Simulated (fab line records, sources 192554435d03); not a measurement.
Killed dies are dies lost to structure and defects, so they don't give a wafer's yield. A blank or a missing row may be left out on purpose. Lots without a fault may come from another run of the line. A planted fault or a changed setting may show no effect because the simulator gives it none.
Chamber matching | flow n5_finfet | N5_BEOL_M8_CURE_75 on uv_cure-02: 3 sister chambers
The step cures SiCOH lowk, time 120 s. 6 wafers are shown with their chamber, then 8 later ones without.

WAFERS WITH THEIR CHAMBER
wafer  | chamber | wafer_temp_C_max | lamp_power_pct (%)
L078.3 | 2       | 371.5            | 52.26
L088.5 | 1       | 372.0            | 52.32
L088.6 | 1       | 371.0            | 52.21
L087.2 | 0       | 371.7            | 52.37
L087.6 | 0       | 371.9            | 52.26
L091.3 | 2       | 370.9            | 52.30

WAFERS WITHOUT THEIR CHAMBER
wafer  | wafer_temp_C_max | lamp_power_pct (%)
L091.4 | 371.1            | 52.31
L091.6 | 371.4            | 52.30
L092.4 | 371.7            | 52.27
L092.5 | 372.3            | 52.34
L092.6 | 372.2            | 52.32
L094.1 | 371.4            | 52.31
L094.2 | 371.1            | 52.32
L094.3 | 371.1            | 52.34

WHICH CHAMBER EACH WENT THROUGH
wafer  | from the rows above          | in truth
L091.4 | can't be placed: 2 or 1 or 0 | 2
L091.6 | can't be placed: 2 or 1 or 0 | 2
L092.4 | can't be placed: 1 or 0 or 2 | 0
L092.5 | can't be placed: 0 or 1 or 2 | 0
L092.6 | can't be placed: 0 or 1 or 2 | 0
L094.1 | can't be placed: 2 or 1 or 0 | 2
L094.2 | can't be placed: 2 or 1 or 0 | 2
L094.3 | can't be placed: 2 or 1 or 0 | 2
Placed correctly: 0 of 8. Can't be placed from these rows: 8 (the true chamber is among the candidates in 8). Placed wrongly: 0.
How it was worked out, from the rows above alone: a wafer's distance from a chamber is the root of the sum, over the readings, of the square of ((its reading less the chamber's mean) divided by the reading's scatter). The wafer belongs to the nearest chamber; if the next one is less than 2 further off, it can't be placed. A chamber's mean is the mean of its shown wafers. The scatter: the root of (the sum of the squares of (reading less its chamber's mean) over the shown wafers, divided by (wafers less chambers)).
